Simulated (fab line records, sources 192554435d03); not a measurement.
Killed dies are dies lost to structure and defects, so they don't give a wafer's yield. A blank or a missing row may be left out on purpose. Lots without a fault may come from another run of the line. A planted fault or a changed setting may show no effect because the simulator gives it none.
Split-lot experiment | flow n5_finfet | 7 lots, 21 wafers read, on a route of 1938 steps

THE SPLIT
At N5_BEOL_M13_PEB_26 (peb time 90 s), the setting peb_time_s was moved away from the recipe's 90 s on 9 of the 21 wafers read, by -22.2% to +11.7%. The other wafers ran this setting at the recipe's value.

FROM THE SPLIT TO THE READING: what the file shows between them, 2 steps
- N5_BEOL_M13_DEVELOP_27: develop time 45 s
- N5_BEOL_M13_HARDBAKE_32: time 120 s

THE READING
cd_nm, in nm, at N5_BEOL_M13_CD_MEAS_28 (target cd 209.5 nm). Fault-free wafers of this fab line usually give 209.5 nm, standard deviation 1.6 nm.

wafer  | tool, chamber at the split | peb_time_s as run, s | against the recipe | cd_nm, nm | against lot-mates on the recipe
L074.1 | litho_track-05, 0          | 90                   | recipe             | 211.7     | -
L074.3 | litho_track-05, 0          | 90                   | recipe             | 210.7     | -
L074.5 | litho_track-05, 0          | 90                   | recipe             | 210.4     | -
L083.2 | litho_track-04, 0          | 70.93                | -21.2%             | 201.3     | -7.9
L083.4 | litho_track-04, 0          | 70.93                | -21.2%             | 202.2     | -7.0
L083.5 | litho_track-04, 0          | 90                   | recipe             | 209.2     | -
L087.2 | litho_track-04, 0          | 81.74                | -9.2%              | 204.6     | -4.0
L087.3 | litho_track-04, 0          | 90                   | recipe             | 208.6     | -
L087.5 | litho_track-04, 0          | 81.74                | -9.2%              | 207.2     | -1.4
L086.4 | litho_track-02, 0          | 100.5                | +11.7%             | 211.2     | +2.7
L086.5 | litho_track-02, 0          | 100.5                | +11.7%             | 211.8     | +3.3
L086.6 | litho_track-02, 0          | 90                   | recipe             | 208.5     | -
L091.1 | litho_track-05, 0          | 70.06                | -22.2%             | 203.8     | -7.6
L091.3 | litho_track-05, 0          | 90                   | recipe             | 211.4     | -
L091.4 | litho_track-05, 0          | 70.06                | -22.2%             | 205.6     | -5.8
L093.2 | litho_track-05, 0          | 78.93                | -12.3%             | 206.4     | -3.2
L093.5 | litho_track-05, 0          | 90                   | recipe             | 209.4     | -
L093.6 | litho_track-05, 0          | 90                   | recipe             | 209.9     | -
L097.1 | litho_track-05, 0          | 90                   | recipe             | 210.9     | -
L097.2 | litho_track-05, 0          | 90                   | recipe             | 211.4     | -
L097.6 | litho_track-05, 0          | 90                   | recipe             | 210.1     | -

THE FIT
A straight line over all 21 wafers: cd_nm changes by +0.287 nm for each +1% of peb_time_s; r = +0.90; the points scatter about the line by 1.4 nm.
The same after taking each lot's own level away (the mean of its wafers on the recipe; 21 wafers): +0.309 nm for each +1%; r = +0.98; scatter 0.73 nm.
On that fit, the largest move of peb_time_s shifts the reading by 6.8 nm.
The lots' own levels span 208.50 to 211.40 nm, that is 1.8 times the standard deviation above.
So the lot-to-lot level changes the slope little: the two slopes agree.
Check: with one of the wafers moved furthest among these (-22.2%) left out of the fit, the line predicts -6.77 nm for it against its lot-mates. It came out at -7.6 nm against them.

OTHER SPLITS ON THESE WAFERS
These wafers also went through other splits before the reading. Each is held against what the fit with the lots' levels taken away leaves over:
other split on the same wafers | wafers away from the commonest value | r with cd_nm (lot level and that fit taken away)
N5_BEOL_M11_EXPOSE_08 dose_mj  | 8                                    | -0.06
N5_BEOL_M11_ETCH_62 time_s     | 6                                    | -0.14
N5_BEOL_M12_COAT_65 spin_rpm   | 7                                    | +0.06
N5_BEOL_M13_COAT_66 spin_rpm   | 6                                    | +0.09

THE WHOLE CHAIN: every reading that the file lists as answering this split, in the file's order
step                   | what it does                                           | reading                                                         | change (the file's fit)               | r (the file's)
N5_BEOL_M13_CD_MEAS_28 | target cd 209.5 nm                                     | cd_nm                                                           | +0.309 nm for each +1% of the setting | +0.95
N5_BEOL_M13_DESCUM_33  | chemistry O2, time 7.9 s                               | BEOL_M13.cd_nm (the simulator's own value, which no gauge read) | +0.311 nm for each +1% of the setting | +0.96
N5_BEOL_M13_ETCH_67    | etches SiARC in CF4, target depth 143 nm, time 238.3 s | BEOL_M13.cd_nm (the simulator's own value, which no gauge read) | +0.347 nm for each +1% of the setting | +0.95

THE FILE'S OWN FIT
cd_nm changes by +0.309 nm for each +1% of peb_time_s, r = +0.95.
